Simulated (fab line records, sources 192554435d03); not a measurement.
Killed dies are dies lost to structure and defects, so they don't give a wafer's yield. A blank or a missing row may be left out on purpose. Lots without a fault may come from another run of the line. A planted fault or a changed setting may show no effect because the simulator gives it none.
Chamber matching | flow n5_finfet | N5_BEOL_M15_STRIP_36 on rie_diel-06: 4 sister chambers
The step strips in O2. 4 wafers are shown with their chamber, then 7 later ones without.

WAFERS WITH THEIR CHAMBER
wafer  | chamber | showerhead_plenum_p_Torr (Torr)
L081.2 | 3       | 1.96
L084.4 | 2       | 2.13
L087.2 | 1       | 2.23
L087.4 | 0       | 2.04

WAFERS WITHOUT THEIR CHAMBER
wafer  | showerhead_plenum_p_Torr (Torr)
L087.6 | 2.23
L086.1 | 2.13
L086.2 | 2.04
L086.5 | 2.04
L097.1 | 2.12
L097.4 | 1.96
L097.5 | 2.03

WHICH CHAMBER EACH WENT THROUGH
wafer  | from the rows above | in truth
L087.6 | 1                   | 1
L086.1 | 2                   | 2
L086.2 | 0                   | 0
L086.5 | 0                   | 0
L097.1 | 2                   | 2
L097.4 | 3                   | 3
L097.5 | 0                   | 0
Placed correctly: 7 of 7. Can't be placed from these rows: 0. Placed wrongly: 0.
How it was worked out, from the rows above alone: a wafer's distance from a chamber is the root of the sum, over the readings, of the square of ((its reading less the chamber's mean) divided by the reading's scatter). The wafer belongs to the nearest chamber; if the next one is less than 2 further off, it can't be placed. A chamber's mean is the mean of its shown wafers. The scatter: with one shown wafer a chamber, the root of the mean of the squares of how far each hidden wafer lies from its nearest shown one.
